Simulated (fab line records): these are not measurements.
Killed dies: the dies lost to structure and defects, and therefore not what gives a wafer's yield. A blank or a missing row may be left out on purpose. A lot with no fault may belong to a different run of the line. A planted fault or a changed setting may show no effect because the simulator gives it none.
Split-lot trial + flow n5Finfet + on a route of 1938 steps: 7 lots, 39 wafers read

THE SPLIT ITSELF
At N5_HKMG_FIN_ETCH_35 (etches SOC in N2/H2, target depth 215.8 nm, time 243.4 s), the setting biasW was moved away from the recipe's 5 W on 18 of the 39 wafers read, by -16.1% to +16.9%. For the rest of the wafers, this setting stayed at what the recipe calls for.

Reading taken at the split's own step.

THE READING
rfVppV, in V, at N5_HKMG_FIN_ETCH_35 (etches SOC in N2/H2, target depth 215.8 nm, time 243.4 s). On this fab line, fault-free wafers typically give 141.8 V with a standard deviation of 1 V.

| wafer  | tool, chamber at the split | biasW as run, W | against the recipe | rfVppV, V | against lot-mates on the recipe |
|--------|----------------------------|-----------------|--------------------|-----------|---------------------------------|
| L081.1 | rieDiel-01, 1              | 4.216           | -15.7%             | 126.8     | -15.0                           |
| L081.2 | rieDiel-01, 2              | 4.216           | -15.7%             | 124.5     | -17.3                           |
| L081.3 | rieDiel-01, 0              | 5               | recipe             | 142.4     | -                               |
| L081.4 | rieDiel-01, 3              | 4.216           | -15.7%             | 127.3     | -14.5                           |
| L081.5 | rieDiel-01, 0              | 5               | recipe             | 140.9     | -                               |
| L081.6 | rieDiel-01, 3              | 5               | recipe             | 142.2     | -                               |
| L083.1 | rieDiel-06, 2              | 5               | recipe             | 143.7     | -                               |
| L083.2 | rieDiel-06, 3              | 5.528           | +10.6%             | 150.5     | +8.0                            |
| L083.3 | rieDiel-06, 1              | 5               | recipe             | 142.1     | -                               |
| L083.4 | rieDiel-06, 0              | 5               | recipe             | 141.6     | -                               |
| L083.5 | rieDiel-06, 2              | 5.528           | +10.6%             | 152.2     | +9.7                            |
| L083.6 | rieDiel-06, 1              | 5.528           | +10.6%             | 151.8     | +9.3                            |
| L089.1 | rieDiel-01, 2              | 5               | recipe             | 140.5     | -                               |
| L089.2 | rieDiel-01, 0              | 5.664           | +13.3%             | 154.5     | +13.3                           |
| L089.3 | rieDiel-01, 1              | 5.664           | +13.3%             | 155.2     | +14.0                           |
| L089.4 | rieDiel-01, 3              | 5.664           | +13.3%             | 153.5     | +12.3                           |
| L089.5 | rieDiel-01, 3              | 5               | recipe             | 140.8     | -                               |
| L089.6 | rieDiel-01, 0              | 5               | recipe             | 142.2     | -                               |
| L090.2 | rieDiel-04, 1              | 5               | recipe             | 140.2     | -                               |
| L090.4 | rieDiel-04, 3              | 5               | recipe             | 140.4     | -                               |
| L090.5 | rieDiel-04, 3              | 5               | recipe             | 140.3     | -                               |
| L094.1 | rieDiel-06, 0              | 4.195           | -16.1%             | 124.5     | -16.5                           |
| L094.2 | rieDiel-06, 2              | 5               | recipe             | 142.7     | -                               |
| L094.3 | rieDiel-06, 3              | 5               | recipe             | 139.9     | -                               |
| L094.4 | rieDiel-06, 2              | 4.195           | -16.1%             | 127.1     | -13.9                           |
| L094.5 | rieDiel-06, 3              | 4.195           | -16.1%             | 124.8     | -16.2                           |
| L094.6 | rieDiel-06, 0              | 5               | recipe             | 140.5     | -                               |
| L096.1 | rieDiel-06, 0              | 5               | recipe             | 142.6     | -                               |
| L096.2 | rieDiel-06, 2              | 5               | recipe             | 141.0     | -                               |
| L096.3 | rieDiel-06, 3              | 5.332           | +6.6%              | 148.2     | +6.5                            |
| L096.4 | rieDiel-06, 0              | 5               | recipe             | 141.5     | -                               |
| L096.5 | rieDiel-06, 2              | 5.332           | +6.6%              | 148.2     | +6.5                            |
| L096.6 | rieDiel-06, 3              | 5.332           | +6.6%              | 148.8     | +7.1                            |
| L097.1 | rieDiel-06, 3              | 5.845           | +16.9%             | 157.2     | +16.3                           |
| L097.2 | rieDiel-06, 2              | 5.845           | +16.9%             | 157.5     | +16.6                           |
| L097.3 | rieDiel-06, 0              | 5               | recipe             | 141.1     | -                               |
| L097.4 | rieDiel-06, 2              | 5.845           | +16.9%             | 155.8     | +14.9                           |
| L097.5 | rieDiel-06, 3              | 5               | recipe             | 141.4     | -                               |
| L097.6 | rieDiel-06, 0              | 5               | recipe             | 140.1     | -                               |

FIT RESULTS
A straight line over all 39 wafers: rfVppV changes by +0.964 V for each +1% of biasW; r = +0.99; the points scatter about the line by 1 V.
The same after taking each lot's own level away (the mean of its wafers on the recipe; 39 wafers): +0.964 V for each +1%; r = +1.00; scatter 0.91 V.
According to that fit, moving biasW by its largest amount changes the reading by 16 V.
Measured against the standard deviation above, the lots' own levels, which go from 140.30 to 142.47 V, span 2.2 times it.
So the lot-to-lot level changes the slope little: the two slopes agree.
Check: for one of the wafers moved furthest among these (+16.9%), held out of the fit, the line's prediction against its lot-mates is +16.2 V. Against them it came out at +16.3 V.
Tool readings at the split's step, against how far the setting was moved: rfVppV r = +0.99.

OTHER SPLITS ON THESE WAFERS
Other splits were also applied to these wafers ahead of the reading. Each is held against what the fit with the lots' levels taken away leaves over:
| other split on the same wafers     | wafers away from the commonest value | r with rfVppV (lot level and that fit taken away) |
|------------------------------------|--------------------------------------|---------------------------------------------------|
| N5_DUMMY_GATE_EXPOSE_12 doseMj     | 18                                   | +0.02                                             |
| N5_DUMMY_GATE_ETCH_31 targetDepthA | 15                                   | +0.00                                             |

THE FILE'S OWN FIT
rfVppV changes by +0.962 V for each +1% of biasW, r = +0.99.
